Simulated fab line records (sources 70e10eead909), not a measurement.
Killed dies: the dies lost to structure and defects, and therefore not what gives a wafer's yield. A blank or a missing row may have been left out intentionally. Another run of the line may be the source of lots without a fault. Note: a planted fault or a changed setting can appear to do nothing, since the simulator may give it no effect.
fab line records	flow nand-harc	part 2 of 2: steps 5 to 6 of 6
record lots=24	wafers=72	last-day=34
route steps=1302 shown A_ONON_D2@563 A_CHANNEL_HOLE_D2@599 A_CHANNEL_FILL_D2@613 A_STAIRCASE@650
lots that met no fault: from a run of the same line without faults
start-h: hours from the record's opening day to when the first of the lot's shown wafers began	wait-h: hours since the lot's step before	" same as the row above	L1.1+2: a single row standing in for several wafers	- no value, or no start given	* or withheld: withheld	< > ~ a bound
route shown NAME@n: names a module that has steps shown in the file, with the first one's number in the route	usual: mean/standard deviation of fault-free wafers	same: alike in all rows	chamber/n: place in a boat	sites: per-site readings	_std_site: the values' standard deviation	_edge_site: mean of outer sites minus mean of inner sites	radius-mm: how far each site lies from the wafer's centre	mask NAME#n: copy n	behind: the tool/chamber that last shaped the wafer	hold: reason for holding the lot/hours on hold/outcome of the hold	device: whichever transistor did not switch (one of n, p or np)	end of line: tests of these same wafers at the route's end	step lacking rows: just its recipe	killed: at the first sort, the dies lost to defects and structure; wafer yield is something else	map: a wafer's dies, marking killed ones x, the rest . and places with no die _
set.NAME: the setting that was run; set.NAME@STEP: the one run at that earlier step	model.NAME: the simulator's own value behind a step, which no gauge read
steps of the route over a sample of lots; a table a step, a row a wafer
services: the hour from which a tool's chamber was out of use, counted from the record's first day as start-h (under 0 if before that day), plus the number of hours and why
## steps
# step NHARC_A_STAIRCASE_DESCUM_168
# recipe time-s=3	o2-flow-sccm=200	ar-flow-sccm=0	bias-power-w=0	chemistry=O2
# usual drypump-motor-current-A=6.0/0.59	oes-product-au=1.001/0.0078	rf-vpp-V=57.9/0.86	showerhead-plenum-p-Torr=1.92/0.094	throttle-valve-pct=11.312/0.0093
# same bias-power-w=0
lot.wafer	tool	chamber	start-h	wait-h	drypump-motor-current-A	oes-product-au	rf-hours-counter-h	rf-vpp-V	showerhead-plenum-p-Torr	throttle-valve-pct
L075.3	rie-diel-11	2	359.16	-	6.5	1.003	31	58.0	1.89	11.312
L075.6	"	1	"	"	6.2	1.002	-	56.6	1.87	11.310
L075.5	"	2	"	"	6.6	1.009	-	58.1	1.89	11.318
L074.2	rie-diel-13	3	359.33	-	5.8	0.991	1	57.1	1.94	11.310
L074.1	"	0	"	"	5.1	0.998	1	58.5	1.90	11.312
L074.5	"	3	"	"	5.8	1.008	-	58.3	1.94	11.298
L076.1	rie-diel-13	2	366.77	-	6.0	1.018	2	58.8	2.08	11.310
L076.2	"	3	"	"	5.8	0.995	2	58.5	1.94	11.330
L076.3	"	0	"	"	5.1	1.004	3	58.0	1.90	11.314
L077.3	rie-diel-13	1	380.19	-	6.6	0.993	5	56.7	1.80	11.325
L077.2	"	3	"	"	5.8	0.995	5	56.5	1.94	11.314
L077.6	"	0	"	"	5.1	0.995	-	56.3	1.90	11.323
L078.2	rie-diel-11	1	402.10	-	6.2	0.990	47	59.0	1.86	11.308
L078.4	"	3	"	"	6.1	0.998	48	58.3	1.94	11.311
L078.5	"	1	"	"	6.2	0.996	-	56.6	1.86	11.319
L079.4	rie-diel-08	2	407.06	-	5.5	0.997	11	59.1	1.93	11.312
L079.3	"	0	"	"	4.9	0.995	13	58.2	2.07	11.299
L079.5	"	2	"	"	5.5	0.993	-	57.7	1.93	11.298
L080.3	rie-diel-08	2	423.36	-	5.5	1.002	17	57.9	1.93	11.318
L080.6	"	1	"	"	6.5	1.013	-	58.0	1.86	11.312
L080.5	"	2	"	"	5.5	1.003	-	57.0	1.93	11.294
L082.1	rie-diel-11	3	423.52	-	6.1	1.008	55	58.2	1.94	11.329
L082.5	"	0	"	"	6.2	0.996	-	57.4	1.79	11.327
L082.6	"	1	"	"	6.2	1.008	-	56.9	1.86	11.305
L081.3	rie-diel-08	0	438.80	-	4.9	0.993	21	58.6	2.07	11.304
L081.1	"	1	"	"	6.5	1.013	20	57.3	1.86	11.305
L081.4	"	3	"	"	6.3	1.011	21	58.1	2.05	11.325
L083.1	rie-diel-08	0	453.22	-	4.9	1.006	30	58.6	2.07	11.301
L083.5	"	0	"	"	4.8	0.996	-	58.6	2.07	11.297
L083.6	"	1	"	"	6.5	1.007	-	57.2	1.86	11.310
L085.3	rie-diel-11	0	459.47	-	6.2	0.994	4	58.5	1.78	11.304
L085.1	"	2	"	"	6.6	1.002	6	57.2	1.88	11.301
L085.5	"	0	"	"	6.2	1.000	-	57.2	1.78	11.310
L084.1	rie-diel-08	0	459.63	-	4.9	1.013	33	59.0	2.07	11.313
L084.3	"	3	"	"	6.3	0.994	29	58.9	2.05	11.337
L084.6	"	1	"	"	6.5	1.000	-	57.8	1.86	11.309
L086.4	rie-diel-13	0	483.39	-	5.0	0.991	34	58.4	1.89	11.309
L086.1	"	3	"	"	5.8	1.001	36	57.5	1.93	11.320
L086.5	"	1	"	"	6.7	1.004	-	57.6	1.79	11.305
L087.2	rie-diel-11	3	497.72	-	6.1	1.013	14	58.6	1.93	11.300
L087.3	"	1	"	"	6.1	1.000	13	58.6	1.86	11.315
L087.1	"	2	"	"	6.6	1.006	14	59.1	1.88	11.305
L088.4	rie-diel-08	1	497.91	-	6.5	0.998	41	58.0	1.86	11.310
L088.1	"	3	"	"	6.3	0.996	40	57.7	2.04	11.308
L088.5	"	0	"	"	4.8	1.008	-	59.0	2.06	11.304
L091.1	rie-diel-08	1	508.75	-	6.5	0.997	45	58.9	1.85	11.309
L091.5	"	1	"	"	6.5	1.003	-	57.4	1.86	11.307
L091.6	"	2	"	"	5.5	0.990	-	57.2	1.92	11.304
L089.3	rie-diel-08	0	508.91	-	4.8	1.001	46	56.4	2.06	11.305
L089.6	"	0	"	"	4.9	1.010	-	58.6	2.06	11.291
L089.5	"	1	"	"	6.5	1.004	-	56.8	1.86	11.309
L090.3	rie-diel-08	0	513.57	-	4.8	1.007	47	57.5	2.06	11.322
L090.2	"	2	"	"	5.5	0.983	43	58.2	1.92	11.301
L090.1	"	3	"	"	6.2	0.991	45	58.1	2.04	11.312
L092.1	rie-diel-11	0	525.57	-	6.2	0.996	24	56.9	1.78	11.323
L092.2	"	1	"	"	6.2	1.007	25	56.4	1.85	11.321
L092.5	"	3	"	"	6.1	1.002	-	58.0	1.93	11.319
L095.1	rie-diel-11	2	552.02	-	6.6	1.004	37	58.9	1.87	11.313
L095.3	"	3	"	"	6.1	0.999	34	58.1	1.93	11.312
L095.4	"	0	"	"	6.2	1.004	32	57.5	1.78	11.313
L094.4	rie-diel-13	3	552.31	-	5.8	0.997	6	58.4	1.93	11.320
L094.3	"	0	"	"	5.1	0.991	8	57.7	1.89	11.314
L094.1	"	1	"	"	6.7	1.002	8	57.9	1.78	11.313
L093.4	rie-diel-08	0	557.82	-	4.8	1.001	0	58.2	2.05	11.304
L093.2	"	1	"	"	6.5	1.013	0	57.1	1.85	11.310
L093.6	"	3	"	"	6.2	0.992	-	57.8	2.03	11.322
L096.4	rie-diel-13	3	569.51	-	5.8	0.995	10	57.4	1.93	11.316
L096.1	"	0	"	"	5.0	0.994	12	56.7	1.89	11.314
L096.6	"	2	"	"	6.0	1.007	-	57.7	2.06	11.331
L097.2	rie-diel-08	3	582.41	-	6.3	0.988	10	59.4	2.03	11.313
L097.1	"	0	"	"	4.9	0.991	10	59.3	2.05	11.321
L097.5	"	2	"	"	5.5	1.007	-	57.0	1.91	11.312
# step NHARC_A_STAIRCASE_ETCH_169
# recipe target-depth-a=500	time-s=107.1	ion-energy-ev=120	ch3f-flow-sccm=50	o2-flow-sccm=30	ar-flow-sccm=200	rf-w=500	bias-w=100	chemistry=CH3F/O2
# usual drypump-motor-current-A=5.9/0.56	oes-product-au=0.962/0.016	rf-vpp-V=244.7/1.7	showerhead-plenum-p-Torr=2.47/0.11	throttle-valve-pct=20.661/0.009
lot.wafer	tool	chamber	start-h	wait-h	drypump-motor-current-A	oes-product-au	rf-hours-counter-h	rf-vpp-V	showerhead-plenum-p-Torr	throttle-valve-pct
L075.3	rie-diel-11	0	359.26	0.1	6.2	0.967	35	243.3	2.31	20.661
L075.6	"	2	"	"	6.6	0.958	-	244.7	2.43	20.657
L075.5	"	3	"	"	6.1	0.970	-	243.6	2.50	20.669
L074.1	rie-diel-13	0	359.42	0.1	5.0	0.963	1	244.4	2.45	20.658
L074.2	"	2	"	"	6.0	0.977	1	247.4	2.66	20.673
L074.5	"	0	"	"	5.1	0.959	-	244.7	2.45	20.660
L076.1	rie-diel-13	3	366.84	0.1	5.8	0.994	2	244.1	2.49	20.651
L076.2	"	0	"	"	5.0	0.985	3	244.8	2.45	20.667
L076.3	"	2	"	"	6.0	0.973	2	246.8	2.66	20.653
L077.2	rie-diel-13	3	380.27	0.1	5.8	0.968	5	244.8	2.49	20.674
L077.3	"	0	"	"	5.0	0.963	5	244.2	2.45	20.659
L077.6	"	3	"	"	5.8	0.971	-	245.8	2.49	20.659
L078.4	rie-diel-11	0	402.18	0.1	6.2	0.946	47	243.3	2.30	20.667
L078.2	"	2	"	"	6.6	0.985	48	243.1	2.42	20.656
L078.5	"	1	"	"	6.2	0.957	-	243.9	2.40	20.647
L079.4	rie-diel-08	3	407.13	0.1	6.2	0.969	12	247.3	2.63	20.667
L079.3	"	2	"	"	5.5	0.962	11	244.9	2.48	20.664
L079.5	"	3	"	"	6.2	0.978	-	247.1	2.63	20.657
L080.3	rie-diel-08	0	423.47	0.1	4.9	0.974	18	247.3	2.65	20.658
L080.6	"	1	"	"	6.5	0.967	-	243.8	2.40	20.668
L080.5	"	2	"	"	5.5	0.971	-	243.7	2.48	20.655
L082.1	rie-diel-11	2	423.59	0.1	6.6	0.979	54	244.3	2.42	20.677
L082.6	"	1	"	"	6.2	0.958	-	243.8	2.39	20.652
L082.5	"	2	"	"	6.6	0.991	-	244.4	2.42	20.685
L081.1	rie-diel-08	2	438.88	0.1	5.5	0.982	20	244.2	2.48	20.678
L081.4	"	0	"	"	4.8	0.964	21	246.1	2.65	20.663
L081.3	"	1	"	"	6.5	0.957	20	244.0	2.40	20.669
L083.1	rie-diel-08	3	453.33	0.1	6.3	0.967	27	245.4	2.62	20.666
L083.6	"	1	"	"	6.4	0.952	-	243.7	2.39	20.661
L083.5	"	2	"	"	5.5	0.970	-	243.5	2.48	20.658
L085.1	rie-diel-11	1	459.55	0.1	6.2	0.974	4	243.5	2.39	20.669
L085.3	"	0	"	"	6.2	0.960	4	242.9	2.30	20.670
L085.5	"	2	"	"	6.6	0.967	-	244.3	2.41	20.646
L084.1	rie-diel-08	2	459.77	0.1	5.6	0.943	27	244.0	2.47	20.669
L084.3	"	3	"	"	6.3	0.953	29	247.4	2.62	20.670
L084.6	"	1	"	"	6.5	0.941	-	243.0	2.39	20.670
L086.4	rie-diel-13	2	483.47	0.1	6.0	0.976	40	247.4	2.64	20.677
L086.1	"	3	"	"	5.8	0.981	36	243.6	2.48	20.651
L086.5	"	3	"	"	5.8	0.986	-	245.1	2.48	20.657
L087.3	rie-diel-11	3	497.81	0.1	6.1	0.953	14	244.2	2.48	20.664
L087.2	"	1	"	"	6.2	0.955	13	242.7	2.39	20.675
L087.1	"	2	"	"	6.6	0.949	14	243.8	2.41	20.659
L088.1	rie-diel-08	0	497.99	0.1	4.8	0.971	42	247.4	2.64	20.666
L088.4	"	2	"	"	5.5	0.980	37	244.4	2.47	20.665
L088.5	"	0	"	"	4.9	0.969	-	247.7	2.64	20.657
L091.1	rie-diel-08	3	508.84	0.1	6.3	0.971	44	247.0	2.62	20.657
L091.6	"	2	"	"	5.5	0.962	-	245.1	2.47	20.667
L091.5	"	3	"	"	6.3	0.975	-	246.5	2.62	20.656
L089.3	rie-diel-08	0	509.00	0.1	4.9	0.949	46	246.9	2.64	20.662
L089.6	"	0	"	"	4.8	0.950	-	246.5	2.64	20.660
L089.5	"	1	"	"	6.5	0.946	-	244.5	2.39	20.651
L090.2	rie-diel-08	1	513.66	0.1	6.5	0.960	46	243.3	2.39	20.659
L090.1	"	2	"	"	5.5	0.970	43	245.3	2.47	20.662
L090.3	"	3	"	"	6.3	0.964	45	248.0	2.62	20.656
L092.1	rie-diel-11	3	525.71	0.1	6.1	0.934	27	244.9	2.48	20.659
L092.2	"	0	"	"	6.2	0.945	24	241.3	2.29	20.647
L092.5	"	0	"	"	6.2	0.932	-	243.0	2.29	20.659
L095.1	rie-diel-11	2	552.09	0.1	6.6	0.948	37	245.2	2.40	20.667
L095.3	"	0	"	"	6.2	0.968	32	241.8	2.29	20.664
L095.4	"	1	"	"	6.2	0.949	35	242.2	2.38	20.673
L094.4	rie-diel-13	1	552.85	0.5	6.6	0.933	8	242.2	2.29	20.666
L094.1	"	3	"	"	5.8	0.920	6	245.1	2.47	20.662
L094.3	"	0	"	"	5.1	0.916	8	242.4	2.43	20.645
L093.4	rie-diel-08	3	557.91	0.1	6.3	0.949	1	247.6	2.61	20.665
L093.2	"	0	"	"	4.9	0.963	0	246.7	2.63	20.653
L093.6	"	2	"	"	5.5	0.994	-	243.5	2.46	20.657
L096.4	rie-diel-13	3	569.58	0.1	5.8	0.972	10	243.4	2.47	20.657
L096.1	"	1	"	"	6.6	0.965	12	241.7	2.29	20.650
L096.6	"	3	"	"	5.8	0.969	-	244.6	2.47	20.644
L097.2	rie-diel-08	0	582.53	0.1	4.8	0.945	10	245.1	2.63	20.668
L097.1	"	2	"	"	5.6	0.960	9	243.1	2.46	20.643
L097.5	"	1	"	"	6.5	0.935	-	243.8	2.38	20.651
## services
tool	chamber	start-h	hours	kind
rie-diel-07	-	294.20	9.0	pm
rie-diel-06	-	307.20	9.0	pm
rie-diel-07	-	313.94	1.2	repair
rie-diel-06	3	320.09	13.9	repair
rie-diel-13	-	342.35	9.0	pm
rie-diel-06	1	347.05	3.9	repair
rie-diel-07	-	347.35	0.1	repair
har-etch-02	-	377.42	17.0	pm
rie-diel-11	2	379.91	2.2	repair
rie-diel-08	1	385.33	6.2	repair
rie-diel-06	1	402.46	1.3	repair
rie-diel-11	0	435.20	3.0	repair
rie-diel-11	-	435.99	9.0	pm
rie-diel-08	0	462.37	9.5	repair
rie-diel-13	0	471.12	7.6	repair
rie-diel-06	-	484.20	9.0	pm
rie-diel-11	0	485.74	1.2	repair
rie-diel-06	3	502.73	8.8	repair
rie-diel-13	-	519.35	9.0	pm
rie-diel-06	3	519.40	1.7	repair
rie-diel-06	2	525.84	4.0	repair
rie-diel-08	-	544.93	9.0	pm
rie-diel-08	1	558.67	8.7	repair
rie-diel-13	3	570.33	8.1	repair
